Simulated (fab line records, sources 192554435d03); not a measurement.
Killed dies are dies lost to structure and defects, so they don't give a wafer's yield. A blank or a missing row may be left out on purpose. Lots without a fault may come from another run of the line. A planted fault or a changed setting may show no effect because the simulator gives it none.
fab line records | flow n5_finfet
record lots=7 wafers=19 last_day=17
route steps=1938 shown BEOL_M13@1661 PASSIVATION@1936
lots that met no fault: from a run of the same line without faults
start_h: hours from the record's first day to the start of the lot's first wafer shown | wait_h: hours since the lot's step before | " the same as in the row above | L1.1+2: a row that stands for several wafers | - no value, or no start given | * or withheld: withheld | < > ~ a bound
route shown NAME@n: a module of which the file shows steps, and the number in the route of the first | usual: mean/standard deviation of fault-free wafers | same: alike in all rows | chamber/n: place in a boat | sites: the reading at each site | _std_site: their standard deviation | _edge_site: outer sites' mean less inner sites' | radius_mm: how far each site lies from the wafer's centre | mask NAME#n: copy n | behind: the tool/chamber that last shaped the wafer | hold: why the lot was held/for how many hours/how that ended | device: the transistor (n, p or np) that didn't switch | end of line: the same wafers' tests at the end of the route | a step without rows: its recipe alone | killed: dies lost to structure and defects at the first sort, not the wafer's yield | map: a wafer's dies, x killed, . not, _ none there
set.NAME: the setting as run; set.NAME@STEP: as run at that earlier step | model.NAME: the simulator's own value behind a step, which no gauge read
lots at some steps of the route; a table a step, a row a wafer
services: from which hour (start_h, from the record's first day; less than 0 if before it) a tool's chamber was out of use, for how many hours, and why
## steps
# step N5_BEOL_M13_COAT_58
# recipe resist=BARC temp_c=205 time_s=60 spin_rpm=1500 resist_thk_nm=89
# step N5_BEOL_M13_COAT_04
# recipe spin_rpm=1625 resist_thk_nm=400
# step N5_BEOL_M13_EBR_06
# recipe solvent=PGMEA ebr_width_mm=1.5
# step N5_BEOL_M13_SOFTBAKE_05
# recipe temp_c=130 time_s=60
# step N5_BEOL_M13_EXPOSE_07
# recipe mask_id=V12 na=0.93 source_shape=conventional sigma_outer=0.6 polarization=unpolarized attpsm_phase_deg=180 dose_mj=24.8
# step N5_BEOL_M13_PEB_08
# recipe peb_temp_c=130 peb_time_s=90
# step N5_BEOL_M13_DEVELOP_09
# recipe develop_time_s=45 rinse_liquid=diw dry=air_spin dev_temp_c=21
# step N5_BEOL_M13_HARDBAKE_14
# recipe temp_c=130 time_s=120
# step N5_BEOL_M13_CD_MEAS_10
# recipe target_cd_nm=190 landing_energy_ev=500 detector=se_inlens polarity=opening
# usual cd_nm=190.0/1.1
# columns lot.wafer tool chamber start_h wait_h cd_nm
L408.2 cd_sem-03 0 268.33 - 189.9
L408.5 " 0 " " 187.8
L408.6 " 0 " " 189.5
L412.1 cd_sem-02 0 302.44 - 189.6
L412.2 " 0 " " 190.8
L412.3 " 0 " " 188.9
L414.1 cd_sem-03 0 316.90 - 188.7
L414.5 " 0 " " 187.4
L414.6 " 0 " " 188.6
L415.2 cd_sem-01 0 320.35 - 188.1
L415.4 " 0 " " 187.2
L415.6 " 0 " " 189.1
L417.4 cd_sem-03 0 328.29 - 190.9
L417.6 " 0 " " 189.0
L416.2 cd_sem-01 0 332.20 - 189.8
L416.4 " 0 " " 191.0
L426.1 cd_sem-03 0 375.06 - 191.9
L426.2 " 0 " " 192.6
L426.4 " 0 " " 192.7
# step N5_BEOL_M13_OVL_MEAS_11
# recipe points_per_wafer=44
# usual V12_OVL=3/4.9
# columns lot.wafer tool chamber start_h wait_h V12_OVL[nm]
L408.2 overlay-01 0 268.36 0.0 2
L408.5 " 0 " " 4
L408.6 " 0 " " 5
L412.1 overlay-01 0 302.47 0.0 0
L412.2 " 0 " " -3
L412.3 " 0 " " 7
L414.1 overlay-02 0 316.93 0.0 0
L414.5 " 0 " " 4
L414.6 " 0 " " 4
L415.2 overlay-01 0 320.38 0.0 -1
L415.4 " 0 " " -1
L415.6 " 0 " " -2
L417.4 overlay-01 0 328.32 0.0 5
L417.6 " 0 " " 2
L416.2 overlay-01 0 332.23 0.0 2
L416.4 " 0 " " 8
L426.1 overlay-01 0 375.09 0.0 9
L426.2 " 0 " " 13
L426.4 " 0 " " 10
# step N5_BEOL_M13_INSPECT_12
# recipe mode=adi inspect_instrument=macro
# usual raw_defect_count=1.9/1.5
# columns lot.wafer tool chamber start_h wait_h raw_defect_count
L408.2 defect_inspect-01 - 268.39 0.0 2
L408.5 " - " " 1
L408.6 " - " " 2
L412.1 defect_inspect-02 - 302.49 0.0 0
L412.2 " - " " 2
L412.3 " - " " 1
L414.1 defect_inspect-02 - 316.95 0.0 0
L414.5 " - " " 2
L414.6 " - " " 2
L415.2 defect_inspect-02 - 320.40 0.0 0
L415.4 " - " " 3
L415.6 " - " " 1
L417.4 defect_inspect-01 - 328.34 0.0 3
L417.6 " - " " 0
L416.2 defect_inspect-01 - 332.25 0.0 2
L416.4 " - " " 6
L426.1 defect_inspect-01 - 375.11 0.0 2
L426.2 " - " " 0
L426.4 " - " " 6
# step N5_BEOL_M13_DESCUM_15
# recipe chemistry=O2 time_s=7.9 source_power_w=50 bias_power_w=20 pressure_mtorr=20 rf_frequency_hz=2.712e+07 temp_c=40 o2_flow_sccm=225
# usual drypump_motor_current_A=5.8/0.42 oes_product_au=0.80/0.087 rf_vpp_V=243.4/1.4 showerhead_plenum_p_Torr=2.11/0.071 throttle_valve_pct=20.54/0.2
# columns lot.wafer tool chamber start_h wait_h drypump_motor_current_A oes_product_au rf_hours_counter_h rf_vpp_V showerhead_plenum_p_Torr throttle_valve_pct
L408.2 rie_diel-03 0 268.42 0.0 5.9 0.78 118 244.1 2.13 20.73
L408.5 " 3 " " 5.6 0.70 - 242.6 2.06 20.48
L408.6 " 2 " " 6.1 0.69 - 244.6 2.16 20.77
L412.1 rie_diel-06 0 302.93 0.4 5.8 0.91 33 244.2 2.12 20.57
L412.2 " 2 " " 5.4 0.90 20 243.8 2.22 20.20
L412.3 " 3 " " 5.9 0.80 124 242.5 2.00 20.42
L414.1 rie_diel-03 3 316.99 0.0 5.7 0.70 219 241.4 2.05 20.51
L414.5 " 3 " " 5.7 0.70 - 243.2 2.06 20.48
L414.6 " 0 " " 5.9 0.78 - 241.8 2.13 20.75
L415.2 rie_diel-06 3 320.43 0.0 5.9 0.80 131 243.0 2.00 20.45
L415.4 " 0 " " 5.8 0.89 40 243.6 2.12 20.57
L415.6 " 2 " " 5.5 0.88 - 244.9 2.21 20.22
L417.4 rie_diel-06 3 328.89 0.5 5.9 0.79 135 241.8 2.00 20.45
L417.6 " 3 " " 5.9 0.79 - 241.0 2.00 20.44
L416.2 rie_diel-06 1 332.51 0.3 6.3 0.71 211 245.2 2.16 20.96
L416.4 " 0 " " 5.8 0.87 45 245.3 2.12 20.56
L426.1 rie_diel-05 3 375.15 0.0 5.2 0.86 49 244.0 2.21 20.34
L426.2 " 2 " " 5.1 0.82 83 243.2 2.03 20.65
L426.4 " 0 " " 6.8 0.78 154 244.2 2.18 20.33
# step N5_BEOL_M13_ETCH_59
# recipe chemistry=N2/H2 target=BARC target_depth_a=890 overetch_a=267 time_s=67.9 ion_energy_ev=200 pressure_mtorr=30 source_w=840 bias_w=150 n2_flow_sccm=200 h2_flow_sccm=200
# usual drypump_motor_current_A=5.8/0.42 oes_product_au=0.68/0.068 rf_vpp_V=524.6/2.4 showerhead_plenum_p_Torr=2.57/0.083 throttle_valve_pct=18.00/0.23
# columns lot.wafer tool chamber start_h wait_h drypump_motor_current_A oes_product_au rf_hours_counter_h rf_vpp_V showerhead_plenum_p_Torr throttle_valve_pct model.coat_of_BEOL_M13_COAT_04.thk_nm
L408.2 rie_diel-03 0 268.46 0.0 5.9 0.67 118 523.1 2.57 18.02 317.8
L408.5 " 3 " " 5.7 0.61 - 523.9 2.52 17.95 318.8
L408.6 " 2 " " 6.1 0.60 - 526.2 2.61 18.15 319.6
L412.1 rie_diel-06 0 302.96 0.0 5.8 0.74 33 524.6 2.59 18.02 316.4
L412.2 " 2 " " 5.4 0.76 20 529.1 2.69 17.67 312.4
L412.3 " 3 " " 6.0 0.68 124 521.9 2.46 17.99 318
L414.1 rie_diel-03 3 317.02 0.0 5.7 0.60 219 523.7 2.51 17.97 318
L414.5 " 3 " " 5.7 0.60 - 523.4 2.51 17.97 316.8
L414.6 " 0 " " 5.9 0.66 - 524.7 2.56 18.03 316.2
L415.2 rie_diel-06 3 320.47 0.0 5.9 0.68 131 521.0 2.46 18.02 319.8
L415.4 " 0 " " 5.8 0.75 40 525.4 2.59 18.02 285.2
L415.6 " 2 " " 5.5 0.75 - 527.3 2.69 17.65 276.2
L417.4 rie_diel-06 3 328.93 0.0 5.9 0.68 135 520.4 2.46 18.03 287.8
L417.6 " 3 " " 5.9 0.68 - 520.6 2.46 18.02 288.6
L416.2 rie_diel-06 1 332.54 0.0 6.4 0.62 211 526.8 2.64 18.58 319
L416.4 " 0 " " 5.8 0.74 45 525.8 2.58 18.05 285.4
L426.1 rie_diel-05 3 375.18 0.0 5.1 0.73 49 529.1 2.70 17.87 315.4
L426.2 " 2 " " 5.1 0.70 83 521.7 2.48 18.21 316
L426.4 " 0 " " 6.8 0.66 154 528.4 2.64 17.78 317.6
# step N5_BEOL_M13_VIA_ETCH_16
# recipe chemistry=C4F8/O2/Ar target=SiOC pressure_mtorr=30 source_w=3000 bias_w=700 Ar_flow_sccm=400 C4F8_flow_sccm=15 O2_flow_sccm=8 he_inner_torr=15 he_outer_torr=30 target_depth_a=9217 time_s=withheld ion_energy_ev=250 ends=cleared
# usual drypump_motor_current_A=5.8/0.42 oes_product_au=0.72/0.079 rf_vpp_V=666/3 showerhead_plenum_p_Torr=3.45/0.1 throttle_valve_pct=24.35/0.16
# columns lot.wafer tool chamber start_h wait_h drypump_motor_current_A oes_product_au rf_vpp_V showerhead_plenum_p_Torr throttle_valve_pct model.coat_of_BEOL_M13_COAT_04.thk_nm
L408.2 rie_diel-03 0 268.51 0.0 5.9 0.71 666 3.45 24.40 72
L408.5 " 3 " " 5.7 0.63 665 3.40 24.35 71.4
L408.6 " 2 " " 6.1 0.63 667 3.49 24.42 72.6
L412.1 rie_diel-06 0 303.01 0.0 5.8 0.82 667 3.48 24.45 74.8
L412.2 " 2 " " 5.5 0.82 672 3.64 24.18 67.2
L412.3 " 3 " " 5.9 0.72 661 3.32 24.38 69.2
L414.1 rie_diel-03 3 317.07 0.0 5.6 0.62 664 3.39 24.34 74.2
L414.5 " 3 " " 5.7 0.62 665 3.39 24.35 68.2
L414.6 " 0 " " 5.9 0.69 666 3.45 24.40 68.2
L415.2 rie_diel-06 3 320.52 0.0 5.9 0.71 661 3.31 24.39 73.6
L415.4 " 0 " " 5.8 0.79 667 3.47 24.44 36.2
L415.6 " 2 " " 5.5 0.80 672 3.63 24.18 26.4
L417.4 rie_diel-06 3 328.98 0.0 5.9 0.71 664 3.31 24.39 40.4
L417.6 " 3 " " 5.9 0.71 662 3.31 24.40 41.4
L416.2 rie_diel-06 1 332.60 0.0 6.4 0.64 667 3.51 24.67 73.8
L416.4 " 0 " " 5.8 0.78 668 3.47 24.45 37.8
L426.1 rie_diel-05 3 375.24 0.0 5.1 0.79 670 3.59 24.11 72
L426.2 " 2 " " 5.0 0.74 661 3.33 24.48 70.6
L426.4 " 0 " " 6.8 0.70 669 3.57 24.16 67.6
# step N5_BEOL_M13_STRIP_63
# recipe chemistry=N2/H2 power_w=1000 temp_c=250 h2_frac=0.65 overash_fraction=0.3 pressure_mtorr=1000 n2_flow_sccm=1750 h2_flow_sccm=3250
# usual drypump_motor_current_A=5.34/0.27 heater_power_w=355/15 oes_product_au=0.674/0.0045 strip_time_to_endpoint_s=27.7/0.96
# same overash_fraction=0.3
# columns lot.wafer tool chamber start_h wait_h drypump_motor_current_A heater_power_w oes_product_au rf_hours_counter_h strip_time_to_endpoint_s
L408.2 plasma_asher-01 0 268.74 - 5.47 340 0.675 76 28.2
L408.5 " 1 " " 5.65 364 0.678 - 28.1
L408.6 " 0 " " 5.48 324 0.675 - 28.4
L412.1 plasma_asher-01 0 303.25 - 5.48 336 0.674 83 29.1
L412.2 " 1 " " 5.68 364 0.674 83 26.8
L412.3 " 0 " " 5.48 338 0.678 - 27.4
L414.1 plasma_asher-02 1 317.32 - 5.15 376 0.672 123 28.9
L414.5 " 1 " " 5.16 371 0.674 - 27.1
L414.6 " 0 " " 5.00 354 0.667 - 27.1
L415.2 plasma_asher-01 0 320.76 - 5.47 337 0.683 87 28.7
L415.4 " 0 " " 5.46 329 0.652 - 17.2
L415.6 " 0 " " 5.46 336 0.628 - 13.8
L417.4 plasma_asher-01 0 329.24 - 5.46 335 0.648 - 18.5
L417.6 " 1 " " 5.65 371 0.653 - 18.9
L416.2 plasma_asher-01 0 332.83 - 5.47 332 0.673 90 28.8
L416.4 " 1 " " 5.67 357 0.659 - 17.7
L426.1 plasma_asher-01 0 375.47 - 5.47 337 0.679 98 28.2
L426.2 " 1 " " 5.66 357 0.668 98 27.9
L426.4 " 1 " " 5.66 356 0.673 - 26.9
# step N5_BEOL_M13_STRIP_64
# recipe chemistry=N2/H2 power_w=1000 temp_c=250 h2_frac=0.65 overash_fraction=0.3 pressure_mtorr=withheld n2_flow_sccm=1750 h2_flow_sccm=3250
# usual drypump_motor_current_A=5.34/0.27 heater_power_w=354/15 oes_product_au=0.714/0.0041 strip_time_to_endpoint_s=31.29/0.076
# same overash_fraction=0.3
# columns lot.wafer tool chamber start_h wait_h drypump_motor_current_A heater_power_w oes_product_au rf_hours_counter_h strip_time_to_endpoint_s
L408.2 plasma_asher-01 0 268.80 0.0 5.46 332 0.718 76 31.19
L408.5 " 1 " " 5.63 365 0.713 - 31.27
L408.6 " 0 " " 5.47 348 0.717 - 31.18
L412.1 plasma_asher-01 0 303.31 0.0 5.46 340 0.717 83 31.29
L412.2 " 1 " " 5.69 352 0.721 83 31.31
L412.3 " 0 " " 5.46 341 0.717 - 31.28
L414.1 plasma_asher-02 1 317.38 0.0 5.15 383 0.717 123 31.33
L414.5 " 1 " " 5.14 373 0.712 - 31.25
L414.6 " 0 " " 4.98 356 0.706 - 31.33
L415.2 plasma_asher-01 0 320.82 0.0 5.46 338 0.711 87 31.20
L415.4 " 0 " " 5.46 320 0.711 - 31.16
L415.6 " 0 " " 5.46 341 0.719 - 31.13
L417.4 plasma_asher-01 0 329.30 0.0 5.49 342 0.713 - 31.37
L417.6 " 1 " " 5.65 370 0.715 - 31.26
L416.2 plasma_asher-01 0 332.89 0.0 5.48 334 0.720 90 31.38
L416.4 " 1 " " 5.68 364 0.712 - 31.45
L426.1 plasma_asher-01 0 375.53 0.0 5.47 335 0.710 98 31.20
L426.2 " 1 " " 5.70 359 0.714 98 31.26
L426.4 " 1 " " 5.69 361 0.718 - 31.31
# step N5_BEOL_M13_STRIP_71
# recipe chemistry=post_etch_residue_remover time_s=60 temp_c=25 remover_ph=withheld remover_water_wt_pct=withheld remover_fluoride_wt_pct=withheld
# step N5_BEOL_M13_SRD_72
# recipe time_s=30 temp_c=23 rinse_liquid=diw dry=n2_spin spin_rpm=1500 dry_time_s=30
# step N5_BEOL_M13_CD_MEAS_17
# recipe target_cd_nm=190 polarity=opening
# usual cd_nm=190.5/1.4
# columns lot.wafer tool chamber start_h wait_h cd_nm
L408.2 cd_sem-03 - 268.95 0.0 192.3
L408.5 " - " " 188.2
L408.6 " - " " 187.5
L412.1 cd_sem-03 - 303.46 0.0 189.7
L412.2 " - " " 192.3
L412.3 " - " " 190.6
L414.1 cd_sem-01 - 317.53 0.0 189.5
L414.5 " - " " 189.1
L414.6 " - " " 189.6
L415.2 cd_sem-02 - 320.96 0.0 189.5
L415.4 " - " " 194.5
L415.6 " - " " 196.9
L417.4 cd_sem-02 - 329.43 0.0 199.6
L417.6 " - " " 196.0
L416.2 cd_sem-03 - 333.04 0.0 189.9
L416.4 " - " " 197.5
L426.1 cd_sem-03 - 375.68 0.0 192.8
L426.2 " - " " 191.5
L426.4 " - " " 192.3
# step N5_BEOL_M13_COAT_65
# recipe resist=SOC temp_c=250 time_s=60 spin_rpm=1500 resist_thk_nm=350
# step N5_PASSIVATION_PROBE_49
# usual defect_limited_yield=91.0/1.5 killed_at_M0_to_M3=35/11 killed_at_M4_up=13/6 killed_at_contacts=14/6.5 killed_at_front_end=40/12 killed_at_other=4/3.4 killed_dies=106/18 killed_on_rim=14/4.7 killed_open=68/14 killed_short=35/7.7 sort_bin_5_function=5.2/0.98 sort_bin_6_memory=3.4/0.72 sort_n_pass=1074/18 sort_yield_pct=91.0/1.5
# same gross_dies=1180 killed_at_back_side=0 sort_bin_4_leakage[%]=0 sort_bin_8_speed[%]=0
# columns lot.wafer tool chamber start_h wait_h defect_limited_yield[%] killed_at_M0_to_M3 killed_at_M4_up killed_at_contacts killed_at_front_end killed_at_other killed_dies killed_on_rim killed_open killed_short sort_bin_5_function[%] sort_bin_6_memory[%] sort_n_pass sort_yield_pct[%]
L408.2 prober-01 - 301.72 0.1 93.2 27 11 15 20 7 80 10 51 26 4.2 2.5 1100 93.2
L408.5 prober-01 - 301.87 0.2 90.6 42 13 11 41 4 111 19 77 34 6.4 2.6 1069 90.6
L408.6 prober-01 - 301.92 0.3 92.5 30 7 11 36 5 89 11 59 30 4.2 3.1 1091 92.5
L412.1 prober-01 - 345.05 0.0 92.5 34 11 5 33 5 88 12 48 40 4.2 3.1 1092 92.5
L412.2 prober-01 - 345.10 0.1 90.4 35 14 19 41 4 113 26 66 40 5.1 3.8 1067 90.4
L412.3 prober-01 - 345.15 0.1 90.1 27 21 8 58 3 117 13 64 50 6.2 3.5 1063 90.1
L415.2 prober-01 - 357.12 0.1 90.8 37 14 12 43 2 108 15 77 29 5.6 3.2 1072 90.8
L415.4 prober-01 - 357.22 0.2 88.3 36 15 40 42 5 138 17 98 37 6.5 4.9 1042 88.3
L415.6 prober-01 - 357.32 0.3 93.0 21 11 18 28 5 83 9 50 32 4.3 2.7 1097 93.0
L416.2 prober-02 - 366.62 0.1 91.8 28 18 8 40 3 97 18 55 42 5.1 2.7 1083 91.8
L416.4 prober-02 - 366.72 0.2 90.8 29 21 4 52 3 109 15 61 45 5.8 2.8 1071 90.8
L417.4 prober-01 - 366.67 0.2 92.0 36 14 18 26 0 94 9 62 29 3.7 3.9 1086 92.0
L417.6 prober-01 - 366.77 0.3 91.2 35 8 23 36 2 104 13 61 42 5.0 2.9 1076 91.2
L426.1 prober-01 - 407.77 0.3 90.7 46 3 9 50 2 110 18 66 41 4.8 4.1 1070 90.7
L426.2 prober-01 - 407.82 0.4 91.7 40 8 24 25 1 98 7 64 34 4.7 3.4 1082 91.7
L426.4 prober-01 - 407.92 0.5 91.7 36 16 14 28 4 98 10 68 25 5.4 2.9 1082 91.7
# killed by level:class
L408.2 MOL_CONTACT_COAG:geometric_particle:open=12 BEOL_M2:geometric_particle:open=8 BEOL_M0_SAQP:geometric_particle:open=6 FIN_SAQP:geometric_particle:short=4 FIN_SAQP:geometric_particle:open=4 BEOL_M0_SAQP:geometric_particle:short=4 DUMMY_GATE:geometric_particle:open=3 BEOL_M2:geometric_particle:short=3
L408.5 BEOL_M2:geometric_particle:open=20 FIN_SAQP:geometric_particle:short=13 FIN_SAQP:geometric_particle:open=12 MOL_CONTACT_COAG:geometric_particle:open=9 BEOL_M1:geometric_particle:open=6 BEOL_M0_SAQP:geometric_particle:open=5 DUMMY_GATE:geometric_particle:open=4 BEOL_M4:geometric_particle:open=4
L408.6 FIN_SAQP:geometric_particle:short=13 BEOL_M2:geometric_particle:open=12 MOL_CONTACT_COAG:geometric_particle:open=10 DUMMY_GATE:geometric_particle:open=8 FIN_SAQP:geometric_particle:open=5 BEOL_M4:geometric_particle:open=5 STI_FIN_REVEAL:geometric_particle:open=4 BEOL_M0_SAQP:geometric_particle:open=4
L412.1 BEOL_M0_SAQP:geometric_particle:open=9 BEOL_M0_SAQP:geometric_particle:short=7 BEOL_M1:geometric_particle:open=7 FIN_SAQP:geometric_particle:short=6 STARTING-WAFER:geometric_particle:open=5 GATE_CUT:geometric_particle:short=4 STARTING-WAFER:geometric_particle:short=4 MOL_CONTACT_COAG:geometric_particle:open=3
L412.2 MOL_CONTACT_COAG:geometric_particle:open=17 BEOL_M0_SAQP:geometric_particle:short=8 GATE_CUT:geometric_particle:short=6 FIN_SAQP:geometric_particle:open=5 FIN_SAQP:geometric_particle:short=5 BEOL_M1:geometric_particle:open=5 BEOL_M0_SAQP:geometric_particle:open=5 BEOL_M1:geometric_particle:short=5
L412.3 FIN_SAQP:geometric_particle:short=11 STI_FIN_REVEAL:geometric_particle:open=9 MOL_CONTACT_COAG:geometric_particle:open=7 SPACER0:geometric_particle:short=6 GATE_CUT:geometric_particle:short=6 BEOL_M3:geometric_particle:open=6 BEOL_M1:geometric_particle:open=5 BEOL_M4:geometric_particle:open=5
L415.2 STI_FIN_REVEAL:geometric_particle:open=16 BEOL_M2:geometric_particle:open=12 MOL_CONTACT_COAG:geometric_particle:open=11 BEOL_M4:geometric_particle:open=10 BEOL_M0_SAQP:geometric_particle:open=6 STI_FIN_REVEAL:geometric_particle:short=6 BEOL_M3:geometric_particle:open=6 BEOL_M0_SAQP:geometric_particle:short=5
L415.4 MOL_CONTACT_COAG:geometric_particle:open=31 BEOL_M2:geometric_particle:open=10 FIN_SAQP:geometric_particle:open=9 MOL_CONTACT_COAG:geometric_particle:short=9 GATE_CUT:geometric_particle:short=8 DUMMY_GATE:geometric_particle:open=7 GATE_CUT:geometric_particle:open=7 BEOL_M0_SAQP:geometric_particle:open=7
L415.6 MOL_CONTACT_COAG:geometric_particle:open=15 GATE_CUT:geometric_particle:short=9 FIN_SAQP:geometric_particle:short=5 BEOL_M0:geometric_particle:open=5 BEOL_M4:geometric_particle:open=4 MIM_TOP_ETCH:geometric_particle:short=4 FIN_SAQP:geometric_particle:open=3 MOL_CONTACT_COAG:geometric_particle:short=3
L416.2 BEOL_M1:geometric_particle:open=9 BEOL_M4:geometric_particle:open=8 FIN_SAQP:geometric_particle:open=7 FIN_SAQP:geometric_particle:short=7 MOL_CONTACT_COAG:geometric_particle:open=7 BEOL_M0_SAQP:geometric_particle:short=6 STARTING-WAFER:geometric_particle:open=6 GATE_CUT:geometric_particle:short=5
L417.4 MOL_CONTACT_COAG:geometric_particle:open=13 BEOL_M0_SAQP:geometric_particle:short=9 BEOL_M3:geometric_particle:open=8 BEOL_M0_SAQP:geometric_particle:open=7 STI_FIN_REVEAL:geometric_particle:open=5 MOL_CONTACT_COAG:geometric_particle:short=5 FIN_SAQP:geometric_particle:short=4 DUMMY_GATE:geometric_particle:open=4
L416.4 FIN_SAQP:geometric_particle:short=16 BEOL_M0_SAQP:geometric_particle:open=15 STI_FIN_REVEAL:geometric_particle:open=9 FIN_SAQP:geometric_particle:open=7 BEOL_M4:geometric_particle:short=6 GATE_CUT:geometric_particle:short=6 GATE_CUT:geometric_particle:open=6 BEOL_M2:geometric_particle:short=6
L417.6 MOL_CONTACT_COAG:geometric_particle:open=15 BEOL_M0_SAQP:geometric_particle:short=14 MOL_CONTACT_COAG:geometric_particle:short=8 BEOL_M0_SAQP:geometric_particle:open=8 BEOL_M2:geometric_particle:open=6 FIN_SAQP:geometric_particle:short=5 FIN_SAQP:geometric_particle:open=5 STARTING-WAFER:geometric_particle:short=5
L426.1 FIN_SAQP:geometric_particle:open=19 BEOL_M0_SAQP:geometric_particle:short=18 MOL_CONTACT_COAG:geometric_particle:open=9 STI_FIN_REVEAL:geometric_particle:open=8 BEOL_M0_SAQP:geometric_particle:open=8 BEOL_M2:geometric_particle:open=7 FIN_SAQP:geometric_particle:short=6 BEOL_M1:geometric_particle:open=6
L426.2 MOL_CONTACT_COAG:geometric_particle:open=19 BEOL_M2:geometric_particle:open=13 BEOL_M0_SAQP:geometric_particle:short=10 BEOL_M0_SAQP:geometric_particle:open=6 FIN_SAQP:geometric_particle:open=5 FIN_SAQP:geometric_particle:short=5 STI_FIN_REVEAL:geometric_particle:open=5 MOL_CONTACT_COAG:geometric_particle:short=5
L426.4 BEOL_M0_SAQP:geometric_particle:open=12 MOL_CONTACT_COAG:geometric_particle:open=9 FIN_SAQP:geometric_particle:open=8 BEOL_M4:geometric_particle:open=7 STI_FIN_REVEAL:geometric_particle:open=6 BEOL_M3:geometric_particle:open=6 BEOL_M1:geometric_particle:open=5 BEOL_M2:geometric_particle:open=5
## services
# columns tool chamber start_h hours kind
rie_diel-03 - 272.44 14.6 pm
rie_diel-03 2 302.30 - clean
rie_diel-03 2 302.30 - consumable_replace:focus_ring
rie_diel-05 3 311.98 18.2 repair
rie_diel-05 2 324.13 30.9 repair
## key
first_sign step=N5_BEOL_M13_STRIP_63 reading=strip_time_to_endpoint_s direction=down sigmas=11 usual=* struck=*
effect step=N5_BEOL_M13_STRIP_63 reading=oes_product_au direction=down sigmas=5.7 usual=0.674 struck=0.648
effect step=N5_BEOL_M13_CD_MEAS_17 reading=cd_nm direction=up sigmas=4.7 usual=190.5 struck=196.9
model_effect step=N5_BEOL_M13_ETCH_59 value=coat_of_BEOL_M13_COAT_04.thk_nm without=318.6 struck=284.6
model_effect step=N5_BEOL_M13_VIA_ETCH_16 value=coat_of_BEOL_M13_COAT_04.thk_nm without=70.36 struck=36.44
met_at N5_BEOL_M13_ETCH_59
struck_wafers L415.4,L415.6,L416.4,L417.4,L417.6
onset_between 302.96 320.47
fault kind=process_parameter_drift tool=rie_diel-06 chamber=- onset_h=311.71 steps=N5_BEOL_M13_ETCH_59 channel=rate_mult offset=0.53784 shape=step end_h=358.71 scope=struck_wafers_only
